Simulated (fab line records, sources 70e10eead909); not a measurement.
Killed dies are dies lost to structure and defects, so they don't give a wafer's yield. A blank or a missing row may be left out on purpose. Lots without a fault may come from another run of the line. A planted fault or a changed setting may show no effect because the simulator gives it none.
Chamber matching | flow nand_harc | NHARC_A_STAIRCASE_CMP_472 on cmp-02: 4 sister chambers
The step polishes SiO2. 8 wafers are shown with their chamber, then 7 later ones without.

WAFERS WITH THEIR CHAMBER
wafer  | chamber | motor_current_A (A) | slurry_filter_dp_kPa (kPa)
L786.1 | 1       | 10.5                | 13.30
L786.5 | 2       | 12.9                | 13.43
L789.2 | 2       | 12.7                | 13.45
L789.3 | 1       | 10.7                | 13.47
L791.5 | 3       | 13.0                | 13.59
L791.6 | 0       | 12.9                | 13.37
L792.1 | 3       | 13.6                | 13.53
L792.2 | 0       | 12.9                | 13.52

WAFERS WITHOUT THEIR CHAMBER
wafer  | motor_current_A (A) | slurry_filter_dp_kPa (kPa)
L792.4 | 12.6                | 13.26
L802.1 | 12.1                | 13.36
L802.5 | 12.9                | 13.40
L802.6 | 12.5                | 13.51
L801.1 | 11.1                | 13.19
L801.4 | 12.5                | 13.50
L801.6 | 11.3                | 13.63

WHICH CHAMBER EACH WENT THROUGH
wafer  | from the rows above          | in truth
L792.4 | can't be placed: 2 or 0      | 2
L802.1 | can't be placed: 2 or 0      | 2
L802.5 | can't be placed: 0 or 2      | 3
L802.6 | can't be placed: 2 or 0 or 3 | 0
L801.1 | 1                            | 1
L801.4 | can't be placed: 2 or 0      | 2
L801.6 | 1                            | 1
Placed correctly: 2 of 7. Can't be placed from these rows: 5 (the true chamber is among the candidates in 4). Placed wrongly: 0.
How it was worked out, from the rows above alone: a wafer's distance from a chamber is the root of the sum, over the readings, of the square of ((its reading less the chamber's mean) divided by the reading's scatter). The wafer belongs to the nearest chamber; if the next one is less than 2 further off, it can't be placed. A chamber's mean is the mean of its shown wafers. The scatter: the root of (the sum of the squares of (reading less its chamber's mean) over the shown wafers, divided by (wafers less chambers)).
